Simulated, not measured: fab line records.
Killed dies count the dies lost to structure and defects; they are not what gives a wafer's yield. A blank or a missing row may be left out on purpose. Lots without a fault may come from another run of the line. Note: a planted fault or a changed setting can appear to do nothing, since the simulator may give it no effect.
fab line records -- flow nand_harc -- part 1 of 2: steps 1 to 23 of 35
record: lots: 5, wafers: 15, last_day: 23
route steps=1159 shown P_CONTACT@248 P_M0@253
lots with no fault: from the same line, run without faults
start_h: hours from the record's opening day to when the first of the lot's shown wafers began -- wait_h: hours from the lot's prior step to this one -- " repeats the value in the row above -- L1.1+2: one row covering several wafers at once -- - no value, or no start given -- * or withheld: withheld -- < > ~ a bound
route shown NAME@n: a module of which the file shows steps, and the number in the route of the first -- usual: mean/standard deviation of fault-free wafers -- same: alike in all rows -- chamber/n: place in a boat -- sites: the reading at each site -- _std_site: standard deviation across them -- _edge_site: inner sites' mean taken away from outer sites' mean -- radius_mm: for every site, how far away it sits from the centre of the wafer -- mask NAME#n: copy n -- behind: the last tool/chamber to shape the wafer -- hold: why the lot was held/for how many hours/how that ended -- device: names the non-switching transistor (n, p or np) -- end of line: tests of these same wafers at the route's end -- where a step has no rows: the recipe by itself -- killed: count of dies lost to structure and defects at first sort (not the wafer's yield) -- map: dies across one wafer; x = killed, . = not, _ = none there
set.NAME: the setting as run; set.NAME@STEP: as run at that earlier step -- model.NAME: the simulator's own value behind a step, which no gauge read
lots seen at some steps along the route; tables by step, rows by wafer
services: a tool's chamber out of use, with start hour (start_h, from the record's first day; less than 0 if before it), hours out, and reason
== steps ==
step: NHARC_P_CONTACT_CVD_23
recipe: target_thk_a: 2000, temp_c: 300, pressure_torr: 40, wf6_flow_sccm: 40, h2_flow_sccm: 1600, ar_flow_sccm: 1560, time_s: 557, material: W
usual: heater_power_w: 510/28, mfc_ar_sccm: 1560/4.8, throttle_valve_pct: 7.80/0.19
lot.wafer,tool,chamber,start_h,wait_h,heater_power_w,mfc_ar_sccm,throttle_valve_pct
L077.3,cvd_w-01,1,-,-,522,1567,7.75
L077.4,cvd_w-01,0,-,-,463,1563,7.49
L077.6,cvd_w-01,1,-,-,528,1563,7.77
L082.1,cvd_w-01,1,-,-,519,1555,7.74
L082.2,cvd_w-01,0,-,-,486,1567,7.44
L082.4,cvd_w-01,1,-,-,528,1548,7.81
L084.1,cvd_w-02,1,-,-,526,1551,7.74
L084.3,cvd_w-02,0,-,-,489,1559,8.14
L084.5,cvd_w-02,1,-,-,545,1556,7.91
L092.2,cvd_w-01,1,-,-,533,1552,7.74
L092.5,cvd_w-01,0,-,-,471,1558,7.71
L092.6,cvd_w-01,1,-,-,531,1550,7.87
L091.1,cvd_w-01,1,-,-,524,1567,8.00
L091.4,cvd_w-01,0,-,-,471,1561,7.74
L091.5,cvd_w-01,0,-,-,479,1561,7.29
step: NHARC_P_CONTACT_CMP_24
recipe: t_overpolish_s: 30, target_thk_nm: 200
usual: motor_current_A: 11.6/1.2, overpolish_run_s: 30.000/0.0087, pad_life_wafers: 245/160, time_to_endpoint_s: 39.2/2.9
lot.wafer,tool,chamber,start_h,wait_h,motor_current_A,overpolish_run_s,pad_life_wafers,time_to_endpoint_s
L077.3,cmp-02,3,133.18,0.4,11.1,30.003,0,44.1
L077.4,cmp-02,1,133.18,0.4,11.9,30.010,2,44.3
L077.6,cmp-02,0,133.18,0.4,9.9,30.008,-,40.6
L082.4,cmp-02,2,164.92,0.4,13.4,29.995,205,41.1
L082.2,cmp-02,3,164.92,0.4,10.7,29.988,206,38.1
L082.1,cmp-02,0,164.92,0.4,9.9,30.006,207,39.4
L084.1,cmp-02,1,170.00,0.5,11.8,29.995,248,45.7
L084.3,cmp-02,2,170.00,0.5,13.7,30.005,249,43.9
L084.5,cmp-02,0,170.00,0.5,9.8,30.010,-,39.3
L092.2,cmp-03,0,222.10,0.5,12.3,30.017,338,32.8
L092.6,cmp-03,2,222.10,0.5,12.9,30.002,-,40.6
L092.5,cmp-03,3,222.10,0.5,10.4,29.996,-,36.2
L091.4,cmp-01,1,222.59,0.3,11.3,30.004,174,40.4
L091.1,cmp-01,0,222.59,0.3,11.5,29.996,177,35.3
L091.5,cmp-01,1,222.59,0.3,10.7,30.007,-,36.0
step: NHARC_P_CONTACT_SRD_26
lot.wafer,tool,chamber,start_h,wait_h
L077.4+3+6,wet_bench-09,"5,6,1",133.50,0.0
L082.4+2+1,wet_bench-07,"0,3,4",165.22,0.0
L084.1+3+5,wet_bench-09,"3,4,5",170.27,0.0
L092.6+5+2,wet_bench-05,"2,3,4",222.38,0.0
L091.1+4+5,wet_bench-07,"0,3,4",222.91,0.0
step: NHARC_P_CONTACT_INSPECT_27
usual: raw_defect_count: 305/120
lot.wafer,tool,chamber,start_h,wait_h,raw_defect_count
L077.3,defect_inspect-01,-,133.61,0.1,206
L077.4,defect_inspect-01,-,133.61,0.1,373
L077.6,defect_inspect-01,-,133.61,0.1,161
L082.1,defect_inspect-02,-,165.31,0.1,294
L082.2,defect_inspect-02,-,165.31,0.1,250
L082.4,defect_inspect-02,-,165.31,0.1,370
L084.1,defect_inspect-02,-,170.35,0.1,266
L084.3,defect_inspect-02,-,170.35,0.1,235
L084.5,defect_inspect-02,-,170.35,0.1,136
L092.2,defect_inspect-02,-,222.46,0.1,424
L092.5,defect_inspect-02,-,222.46,0.1,455
L092.6,defect_inspect-02,-,222.46,0.1,383
L091.1,defect_inspect-01,-,222.99,0.1,246
L091.4,defect_inspect-01,-,222.99,0.1,266
L091.5,defect_inspect-01,-,222.99,0.1,319
step: NHARC_P_M0_DEP_00
recipe: target_thk_a: 1500, target_thk_nm: 150, temp_c: withheld, pressure_torr: 5, flow_sccm: 200, rf_w: 600, material: SiOC
lot.wafer,tool,chamber,start_h,wait_h
L077.3+4+6,pecvd-02,"1,0,1",133.77,0.2
L082.2+1+4,pecvd-04,"2,0,1",165.42,0.1
L084.1+3+5,pecvd-02,"1,2,1",170.46,0.1
L092.2+6+5,pecvd-02,"1,1,2",222.58,0.1
L091.1+4+5,pecvd-01,"0,2,0",223.15,0.2
step: NHARC_P_M0_DEHYDRATE_01
recipe: temp_c: 150, time_s: 120
usual: resist_line_temp_C: 22.98/0.091
lot.wafer,tool,chamber,start_h,wait_h,resist_line_temp_C
L077.3,litho_track-06,0,134.08,-,23.00
L077.4,litho_track-06,0,134.08,-,22.97
L077.6,litho_track-06,0,134.08,-,23.00
L082.1,litho_track-01,0,165.78,-,23.22
L082.2,litho_track-01,0,165.78,-,23.09
L082.4,litho_track-01,0,165.78,-,23.01
L084.1,litho_track-01,0,170.82,-,22.94
L084.3,litho_track-01,0,170.82,-,23.07
L084.5,litho_track-01,0,170.82,-,22.90
L092.2,litho_track-01,0,222.94,-,23.04
L092.5,litho_track-01,0,222.94,-,23.02
L092.6,litho_track-01,0,222.94,-,23.12
L091.1,litho_track-06,0,223.47,-,22.96
L091.4,litho_track-06,0,223.47,-,23.10
L091.5,litho_track-06,0,223.47,-,22.92
step: NHARC_P_M0_HMDS_02
recipe: time_s: 30
usual: resist_line_temp_C: 23.00/0.096
lot.wafer,tool,chamber,start_h,wait_h,resist_line_temp_C
L077.3,litho_track-06,0,-,-,22.99
L077.4,litho_track-06,0,-,-,23.01
L077.6,litho_track-06,0,-,-,22.99
L082.1,litho_track-01,0,-,-,23.17
L082.2,litho_track-01,0,-,-,23.19
L082.4,litho_track-01,0,-,-,23.16
L084.1,litho_track-01,0,-,-,23.04
L084.3,litho_track-01,0,-,-,23.20
L084.5,litho_track-01,0,-,-,22.97
L092.2,litho_track-01,0,-,-,22.90
L092.5,litho_track-01,0,-,-,22.99
L092.6,litho_track-01,0,-,-,23.01
L091.1,litho_track-06,0,-,-,23.03
L091.4,litho_track-06,0,-,-,23.09
L091.5,litho_track-06,0,-,-,22.97
step: NHARC_P_M0_COAT_33
recipe: temp_c: 200, time_s: 65
usual: resist_line_temp_C: 22.99/0.1
lot.wafer,tool,chamber,start_h,wait_h,resist_line_temp_C
L077.3,litho_track-06,0,-,-,23.11
L077.4,litho_track-06,0,-,-,23.13
L077.6,litho_track-06,0,-,-,23.16
L082.1,litho_track-01,0,-,-,23.25
L082.2,litho_track-01,0,-,-,23.04
L082.4,litho_track-01,0,-,-,22.96
L084.1,litho_track-01,0,-,-,22.81
L084.3,litho_track-01,0,-,-,23.05
L084.5,litho_track-01,0,-,-,23.03
L092.2,litho_track-01,0,-,-,23.05
L092.5,litho_track-01,0,-,-,23.03
L092.6,litho_track-01,0,-,-,22.95
L091.1,litho_track-06,0,-,-,23.01
L091.4,litho_track-06,0,-,-,23.01
L091.5,litho_track-06,0,-,-,23.13
step: NHARC_P_M0_COAT_03
recipe: spin_rpm: 1500, resist_thk_nm: 90
usual: resist_line_temp_C: 23.00/0.11
lot.wafer,tool,chamber,start_h,wait_h,resist_line_temp_C
L077.3,litho_track-06,0,-,-,23.10
L077.4,litho_track-06,0,-,-,22.98
L077.6,litho_track-06,0,-,-,22.95
L082.1,litho_track-01,0,-,-,23.07
L082.2,litho_track-01,0,-,-,23.04
L082.4,litho_track-01,0,-,-,23.12
L084.1,litho_track-01,0,-,-,22.86
L084.3,litho_track-01,0,-,-,22.84
L084.5,litho_track-01,0,-,-,23.14
L092.2,litho_track-01,0,-,-,22.97
L092.5,litho_track-01,0,-,-,22.99
L092.6,litho_track-01,0,-,-,22.98
L091.1,litho_track-06,0,-,-,22.94
L091.4,litho_track-06,0,-,-,22.94
L091.5,litho_track-06,0,-,-,23.05
step: NHARC_P_M0_SOFTBAKE_04
recipe: temp_c: 105, time_s: 55
usual: resist_line_temp_C: 23.01/0.11
lot.wafer,tool,chamber,start_h,wait_h,resist_line_temp_C
L077.3,litho_track-06,0,-,-,22.92
L077.4,litho_track-06,0,-,-,22.90
L077.6,litho_track-06,0,-,-,22.93
L082.1,litho_track-01,0,-,-,23.04
L082.2,litho_track-01,0,-,-,22.98
L082.4,litho_track-01,0,-,-,22.86
L084.1,litho_track-01,0,-,-,22.71
L084.3,litho_track-01,0,-,-,22.94
L084.5,litho_track-01,0,-,-,22.90
L092.2,litho_track-01,0,-,-,23.05
L092.5,litho_track-01,0,-,-,23.07
L092.6,litho_track-01,0,-,-,23.04
L091.1,litho_track-06,0,-,-,23.09
L091.4,litho_track-06,0,-,-,23.22
L091.5,litho_track-06,0,-,-,23.20
step: NHARC_P_M0_EBR_05
usual: resist_line_temp_C: 23.02/0.12
lot.wafer,tool,chamber,start_h,wait_h,resist_line_temp_C
L077.3,litho_track-06,0,-,-,23.12
L077.4,litho_track-06,0,-,-,23.10
L077.6,litho_track-06,0,-,-,23.05
L082.1,litho_track-01,0,-,-,23.06
L082.2,litho_track-01,0,-,-,22.94
L082.4,litho_track-01,0,-,-,22.98
L084.1,litho_track-01,0,-,-,22.92
L084.3,litho_track-01,0,-,-,22.97
L084.5,litho_track-01,0,-,-,22.88
L092.2,litho_track-01,0,-,-,22.95
L092.5,litho_track-01,0,-,-,23.03
L092.6,litho_track-01,0,-,-,23.21
L091.1,litho_track-06,0,-,-,22.98
L091.4,litho_track-06,0,-,-,22.93
L091.5,litho_track-06,0,-,-,22.96
step: NHARC_P_M0_EXPOSE_06
recipe: na: 1.35, target_cd_nm: 90, dose_mj: 81.28, mask_id: P_M0
usual: reticle_temp_C: 23.02/0.12
lot.wafer,tool,chamber,start_h,wait_h,mask,reticle_temp_C
L077.3,arfi_scanner-03,0,134.25,-,P_M0#0,23.15
L077.4,arfi_scanner-03,0,134.25,-,P_M0#0,23.29
L077.6,arfi_scanner-03,0,134.25,-,P_M0#0,23.16
L082.1,arfi_scanner-02,0,166.07,-,P_M0#0,23.10
L082.2,arfi_scanner-02,0,166.07,-,P_M0#0,22.88
L082.4,arfi_scanner-02,0,166.07,-,P_M0#0,22.99
L084.1,arfi_scanner-03,0,170.99,-,P_M0#0,23.00
L084.3,arfi_scanner-03,0,170.99,-,P_M0#0,23.31
L084.5,arfi_scanner-03,0,170.99,-,P_M0#0,23.10
L092.2,arfi_scanner-01,0,223.10,-,P_M0#0,22.90
L092.5,arfi_scanner-01,0,223.10,-,P_M0#0,22.92
L092.6,arfi_scanner-01,0,223.10,-,P_M0#0,22.98
L091.1,arfi_scanner-03,0,223.76,-,P_M0#0,23.03
L091.4,arfi_scanner-03,0,223.76,-,P_M0#0,22.97
L091.5,arfi_scanner-03,0,223.76,-,P_M0#0,23.05
step: NHARC_P_M0_PEB_07
recipe: peb_temp_c: 100, peb_time_s: 65
usual: resist_line_temp_C: 23.02/0.097
same: peb_time_s: 65
lot.wafer,tool,chamber,start_h,wait_h,resist_line_temp_C
L077.3,litho_track-06,0,134.31,0.0,23.03
L077.4,litho_track-06,0,134.31,0.0,23.02
L077.6,litho_track-06,0,134.31,0.0,22.93
L082.1,litho_track-06,0,166.13,0.1,23.09
L082.2,litho_track-06,0,166.13,0.1,23.05
L082.4,litho_track-06,0,166.13,0.1,22.92
L084.1,litho_track-06,0,171.05,0.1,22.95
L084.3,litho_track-06,0,171.05,0.1,23.03
L084.5,litho_track-06,0,171.05,0.1,22.93
L092.2,litho_track-06,0,223.16,0.1,23.12
L092.5,litho_track-06,0,223.16,0.1,23.06
L092.6,litho_track-06,0,223.16,0.1,23.00
L091.1,litho_track-04,0,223.82,0.1,23.00
L091.4,litho_track-04,0,223.82,0.1,22.98
L091.5,litho_track-04,0,223.82,0.1,22.91
step: NHARC_P_M0_DEVELOP_08
recipe: develop_time_s: 35, dev_temp_c: 23
usual: resist_line_temp_C: 23.01/0.11
lot.wafer,tool,chamber,start_h,wait_h,resist_line_temp_C
L077.3,litho_track-06,0,-,-,22.93
L077.4,litho_track-06,0,-,-,22.99
L077.6,litho_track-06,0,-,-,23.05
L082.1,litho_track-06,0,-,-,23.19
L082.2,litho_track-06,0,-,-,23.02
L082.4,litho_track-06,0,-,-,23.00
L084.1,litho_track-06,0,-,-,23.11
L084.3,litho_track-06,0,-,-,23.05
L084.5,litho_track-06,0,-,-,22.91
L092.2,litho_track-06,0,-,-,23.12
L092.5,litho_track-06,0,-,-,22.92
L092.6,litho_track-06,0,-,-,22.90
L091.1,litho_track-04,0,-,-,22.82
L091.4,litho_track-04,0,-,-,22.90
L091.5,litho_track-04,0,-,-,22.90
step: NHARC_P_M0_CD_MEAS_09
recipe: target_cd_nm: 90, landing_energy_ev: 500
usual: cd_nm: 89.8/0.61
same: landing_energy_ev: 500
lot.wafer,tool,chamber,start_h,wait_h,cd_nm
L077.3,cd_sem-03,0,134.39,-,88.8
L077.4,cd_sem-03,0,134.39,-,89.3
L077.6,cd_sem-03,0,134.39,-,89.0
L082.1,cd_sem-01,0,166.21,-,89.7
L082.2,cd_sem-01,0,166.21,-,89.9
L082.4,cd_sem-01,0,166.21,-,89.4
L084.1,cd_sem-03,0,171.13,-,90.6
L084.3,cd_sem-03,0,171.13,-,90.3
L084.5,cd_sem-03,0,171.13,-,89.8
L092.2,cd_sem-02,0,223.24,-,90.2
L092.5,cd_sem-02,0,223.24,-,90.3
L092.6,cd_sem-02,0,223.24,-,90.4
L091.1,cd_sem-02,0,223.90,-,89.1
L091.4,cd_sem-02,0,223.90,-,90.2
L091.5,cd_sem-02,0,223.90,-,89.3
step: NHARC_P_M0_OVL_MEAS_10
recipe: pitch_nm: 180
usual: overlay_x_nm: 0.1/0.87, overlay_y_nm: 0.0/0.8
lot.wafer,tool,chamber,start_h,wait_h,overlay_x_nm,overlay_y_nm
L077.3,overlay-01,-,134.47,-,1.3,-0.7
L077.4,overlay-01,-,134.47,-,1.2,-0.6
L077.6,overlay-01,-,134.47,-,0.8,-0.7
L082.1,overlay-01,-,166.30,-,-1.3,-0.1
L082.2,overlay-01,-,166.30,-,-0.8,-0.6
L082.4,overlay-01,-,166.30,-,-1.5,-0.5
L084.1,overlay-02,-,171.22,-,-0.6,-0.7
L084.3,overlay-02,-,171.22,-,-0.5,-0.8
L084.5,overlay-02,-,171.22,-,-0.7,-0.8
L092.2,overlay-02,-,223.32,-,0.8,0.5
L092.5,overlay-02,-,223.32,-,1.1,-0.1
L092.6,overlay-02,-,223.32,-,1.0,0.9
L091.1,overlay-01,-,223.99,-,0.8,0.4
L091.4,overlay-01,-,223.99,-,0.8,0.6
L091.5,overlay-01,-,223.99,-,1.1,0.6
step: NHARC_P_M0_INSPECT_11
usual: raw_defect_count: 3.6/2.1
lot.wafer,tool,chamber,start_h,wait_h,raw_defect_count
L077.3,defect_inspect-02,-,134.51,0.0,2
L077.4,defect_inspect-02,-,134.51,0.0,7
L077.6,defect_inspect-02,-,134.51,0.0,4
L082.1,defect_inspect-02,-,166.34,0.0,3
L082.2,defect_inspect-02,-,166.34,0.0,2
L082.4,defect_inspect-02,-,166.34,0.0,4
L084.1,defect_inspect-02,-,171.25,0.0,4
L084.3,defect_inspect-02,-,171.25,0.0,4
L084.5,defect_inspect-02,-,171.25,0.0,5
L092.2,defect_inspect-02,-,223.36,0.0,5
L092.5,defect_inspect-02,-,223.36,0.0,1
L092.6,defect_inspect-02,-,223.36,0.0,2
L091.1,defect_inspect-01,-,224.03,0.0,5
L091.4,defect_inspect-01,-,224.03,0.0,6
L091.5,defect_inspect-01,-,224.03,0.0,10
step: NHARC_P_M0_DESCUM_14
recipe: time_s: 3, o2_flow_sccm: 200, ar_flow_sccm: 0, bias_power_w: 0, chemistry: O2
usual: drypump_motor_current_A: 5.7/0.39, mfc_ar_sccm: 0.0010/0.0028, oes_product_au: 1.002/0.011, rf_vpp_V: 57.6/0.87, showerhead_plenum_p_Torr: 1.86/0.069, throttle_valve_pct: 11.312/0.0094
lot.wafer,tool,chamber,start_h,wait_h,drypump_motor_current_A,mfc_ar_sccm,oes_product_au,rf_hours_counter_h,rf_vpp_V,showerhead_plenum_p_Torr,throttle_valve_pct
L077.3,rie_diel-07,3,134.57,0.1,5.7,0,0.997,5.0,58.1,1.88,11.297
L077.4,rie_diel-07,0,134.57,0.1,5.7,0,1.009,4.6,57.4,1.80,11.308
L077.6,rie_diel-07,3,134.57,0.1,5.8,0,0.999,-,56.6,1.88,11.303
L082.4,rie_diel-07,2,166.40,0.1,5.1,0,1.026,7.7,57.1,1.83,11.317
L082.2,rie_diel-07,3,166.40,0.1,5.7,0,0.985,7.2,56.9,1.88,11.306
L082.1,rie_diel-07,1,166.40,0.1,5.7,0,1.010,7.4,57.6,1.90,11.308
L084.3,rie_diel-07,0,171.32,0.1,5.7,0,1.016,7.7,56.8,1.80,11.323
L084.1,rie_diel-07,1,171.32,0.1,5.7,0,1.009,8.3,57.9,1.90,11.303
L084.5,rie_diel-07,2,171.32,0.1,5.1,0,1.024,-,57.3,1.83,11.319
L092.2,rie_diel-09,2,223.44,0.1,5.7,0,1.002,9.3,57.3,1.90,11.312
L092.5,rie_diel-09,0,223.44,0.1,6.2,0.0104,1.010,-,56.9,1.87,11.317
L092.6,rie_diel-09,1,223.44,0.1,6.5,0,0.997,-,57.7,1.80,11.333
L091.4,rie_diel-09,3,224.10,0.1,5.9,0.0046,0.985,10.2,57.8,1.87,11.303
L091.1,rie_diel-09,0,224.10,0.1,6.2,0.0104,1.009,10.3,58.6,1.87,11.312
L091.5,rie_diel-09,1,224.10,0.1,6.5,0,0.981,-,57.5,1.80,11.327
step: NHARC_P_M0_ETCH_34
recipe: target_depth_a: 400, overetch_a: 120, time_s: 43.94, ion_energy_ev: 200, n2_flow_sccm: 150, h2_flow_sccm: 150, ar_flow_sccm: 0, rf_w: 400, bias_w: 150, chemistry: N2/H2
usual: drypump_motor_current_A: 5.7/0.37, mfc_ar_sccm: 0.001/0.003, oes_product_au: 1.001/0.012, rf_vpp_V: 429.2/2.1, showerhead_plenum_p_Torr: 1.99/0.07, throttle_valve_pct: 14.173/0.0085
lot.wafer,tool,chamber,start_h,wait_h,drypump_motor_current_A,mfc_ar_sccm,oes_product_au,rf_hours_counter_h,rf_vpp_V,showerhead_plenum_p_Torr,throttle_valve_pct
L077.4,rie_diel-07,2,134.65,0.1,5.1,0,1.016,5.3,428.8,1.95,14.173
L077.3,rie_diel-07,3,134.65,0.1,5.7,0,0.987,5.0,431.0,2.00,14.171
L077.6,rie_diel-07,2,134.65,0.1,5.1,0,1.025,-,429.2,1.95,14.181
L082.2,rie_diel-07,2,166.48,0.1,5.2,0,1.016,7.7,427.1,1.95,14.177
L082.1,rie_diel-07,3,166.48,0.1,5.7,0,0.991,7.2,431.2,2.00,14.163
L082.4,rie_diel-07,1,166.48,0.1,5.7,0,0.999,7.4,429.7,2.03,14.173
L084.3,rie_diel-07,2,171.42,0.1,5.1,0,1.017,8.5,427.2,1.95,14.151
L084.1,rie_diel-07,0,171.42,0.1,5.7,0,1.013,7.7,427.3,1.91,14.158
L084.5,rie_diel-07,1,171.42,0.1,5.7,0,0.998,-,430.9,2.03,14.177
L092.2,rie_diel-09,3,223.51,0.1,5.9,0.005,0.986,10.1,431.2,1.99,14.155
L092.6,rie_diel-09,2,223.51,0.1,5.7,0,1.008,-,428.9,2.02,14.180
L092.5,rie_diel-09,3,223.51,0.1,5.9,0.005,0.992,-,427.1,1.99,14.171
L091.1,rie_diel-09,1,224.18,0.1,6.5,0,0.996,9.5,426.0,1.92,14.183
L091.4,rie_diel-09,2,224.18,0.1,5.7,0,1.001,9.4,429.3,2.02,14.178
L091.5,rie_diel-09,3,224.18,0.1,5.9,0.005,0.980,-,429.0,1.99,14.181
step: NHARC_P_M0_ETCH_15
recipe: target_depth_a: 1500, overetch_a: 150, time_s: 82.5, c4f8_flow_sccm: withheld, ar_flow_sccm: 400, rf_w: 600, bias_w: 300, chemistry: C4F8/Ar
usual: oes_product_au: 0.949/0.023, rf_vpp_V: 439.4/2
lot.wafer,tool,chamber,start_h,wait_h,oes_product_au,rf_hours_counter_h,rf_vpp_V
L077.3,rie_diel-07,0,-,-,0.927,4.6,437.4
L077.4,rie_diel-07,2,-,-,0.950,5.3,438.7
L077.6,rie_diel-07,1,-,-,0.925,-,439.5
L082.1,rie_diel-07,1,-,-,0.925,7.5,440.5
L082.2,rie_diel-07,2,-,-,0.944,7.7,438.2
L082.4,rie_diel-07,3,-,-,0.914,7.2,438.6
L084.1,rie_diel-07,2,-,-,0.941,8.6,438.6
L084.3,rie_diel-07,0,-,-,0.934,7.7,438.2
L084.5,rie_diel-07,1,-,-,0.921,-,441.2
L092.2,rie_diel-09,3,-,-,0.970,10.1,440.7
L092.5,rie_diel-09,1,-,-,0.960,-,437.0
L092.6,rie_diel-09,2,-,-,0.972,-,440.9
L091.1,rie_diel-09,0,-,-,0.936,10.3,437.7
L091.4,rie_diel-09,1,-,-,0.914,9.5,437.9
L091.5,rie_diel-09,2,-,-,0.921,-,441.8
step: NHARC_P_M0_CD_MEAS_16
usual: cd_nm: 89.8/0.75
lot.wafer,tool,chamber,start_h,wait_h,cd_nm
L077.3,cd_sem-03,-,134.88,-,87.9
L077.4,cd_sem-03,-,134.88,-,89.7
L077.6,cd_sem-03,-,134.88,-,88.9
L082.1,cd_sem-03,-,166.69,-,89.9
L082.2,cd_sem-03,-,166.69,-,89.9
L082.4,cd_sem-03,-,166.69,-,89.8
L084.1,cd_sem-02,-,171.65,-,90.5
L084.3,cd_sem-02,-,171.65,-,89.9
L084.5,cd_sem-02,-,171.65,-,90.2
L092.2,cd_sem-02,-,223.72,-,91.2
L092.5,cd_sem-02,-,223.72,-,90.2
L092.6,cd_sem-02,-,223.72,-,89.9
L091.1,cd_sem-03,-,224.39,-,88.8
L091.4,cd_sem-03,-,224.39,-,89.4
L091.5,cd_sem-03,-,224.39,-,90.5
step: NHARC_P_M0_STRIP_18
recipe: power_w: 1000, n2_flow_sccm: 150, h2_flow_sccm: 150, ar_flow_sccm: 0, bias_w: 0, chemistry: N2/H2
usual: drypump_motor_current_A: 5.8/0.39, mfc_ar_sccm: 0.002/0.0036, oes_product_au: 1.002/0.012, rf_vpp_V: 90.3/0.85, showerhead_plenum_p_Torr: 1.99/0.072, throttle_valve_pct: 14.170/0.0083
lot.wafer,tool,chamber,start_h,wait_h,drypump_motor_current_A,mfc_ar_sccm,oes_product_au,rf_hours_counter_h,rf_vpp_V,showerhead_plenum_p_Torr,throttle_valve_pct
L077.3,rie_diel-13,2,134.96,0.1,5.8,0,1.005,2.1,88.5,1.92,14.175
L077.4,rie_diel-13,3,134.96,0.1,5.1,0,1.008,1.6,89.7,2.19,14.170
L077.6,rie_diel-13,2,134.96,0.1,5.7,0,1.012,-,89.5,1.92,14.169
L082.2,rie_diel-09,3,166.77,0.1,5.9,0.005,0.983,6.4,89.3,1.99,14.176
L082.1,rie_diel-09,0,166.77,0.1,6.2,0.010,1.018,6.4,91.3,1.99,14.162
L082.4,rie_diel-09,1,166.77,0.1,6.4,0,0.981,5.8,90.4,1.92,14.178
L084.1,rie_diel-13,0,171.73,0.1,5.3,0,1.001,4.3,90.8,1.92,14.174
L084.3,rie_diel-13,1,171.73,0.1,6.1,0,0.998,5.0,90.0,2.05,14.165
L084.5,rie_diel-13,0,171.73,0.1,5.3,0,1.011,-,90.3,1.92,14.175
L092.2,rie_diel-07,0,223.82,0.1,5.7,0,1.008,9.7,89.5,1.91,14.170
L092.6,rie_diel-07,3,223.82,0.1,5.8,0,0.999,-,91.5,2.00,14.164
L092.5,rie_diel-07,0,223.82,0.1,5.7,0,1.002,-,90.9,1.91,14.167
L091.1,rie_diel-07,1,224.46,0.1,5.6,0,0.999,10.3,90.8,2.03,14.169
L091.4,rie_diel-07,0,224.46,0.1,5.7,0,1.018,9.7,90.2,1.91,14.183
L091.5,rie_diel-07,2,224.46,0.1,5.1,0,1.032,-,89.5,1.95,14.168
step: NHARC_P_M0_STRIP_19
recipe: time_s: 600, temp_c: 30, chemistry: post_etch_residue_remover
lot.wafer,tool,chamber,start_h,wait_h
L077.6+4+3,wet_bench-04,"4,5,6",135.24,-
L082.1+4+2,wet_bench-01,"3,4,6",167.04,-
L084.5+1+3,wet_bench-01,"1,2,4",172.01,-
L092.2+5+6,wet_bench-04,"2,3,4",224.08,-
L091.4+1+5,wet_bench-06,"2,3,5",224.75,-
